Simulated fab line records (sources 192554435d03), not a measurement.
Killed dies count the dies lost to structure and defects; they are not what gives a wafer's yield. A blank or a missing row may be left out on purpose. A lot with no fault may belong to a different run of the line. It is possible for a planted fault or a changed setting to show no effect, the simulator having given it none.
Matching of chambers    flow n5 finfet    4 sister chambers for N5_BEOL_M9_STRIP_67 on rie diel-06
The step strips in CF4. 4 wafers are shown with their chamber, then 7 later ones without.

== WAFERS WITH THEIR CHAMBER ==
wafer   chamber  showerhead plenum p Torr (Torr)
L082.5  1        1.80
L088.2  0        1.85
L087.2  3        1.70
L087.3  2        1.85

== WAFERS WITH NO CHAMBER GIVEN ==
wafer   showerhead plenum p Torr (Torr)
L087.5  1.85
L090.1  1.85
L090.5  1.85
L090.6  1.79
L093.1  1.70
L093.3  1.85
L093.5  1.85

== WHICH CHAMBER EACH ONE RAN IN ==
wafer   from the rows above      in truth
L087.5  can't be placed: 0 or 2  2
L090.1  can't be placed: 0 or 2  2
L090.5  can't be placed: 0 or 2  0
L090.6  1                        1
L093.1  3                        3
L093.3  can't be placed: 0 or 2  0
L093.5  can't be placed: 0 or 2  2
Correctly placed: 2 of 7. These rows do not allow placing 5 (true chamber among the candidates in 5). Placed wrongly: 0.
How it was worked out, from the rows above alone: a wafer's distance from a chamber is the root of the sum, over the readings, of the square of ((its reading less the chamber's mean) divided by the reading's scatter). If the next closest chamber is less than 2 further off than the closest, the wafer can't be placed; otherwise it belongs to the closest. Each chamber's mean is taken over the wafers shown for it. The scatter: root of mean squared gap, hidden wafer to nearest shown wafer, with one shown wafer a chamber.
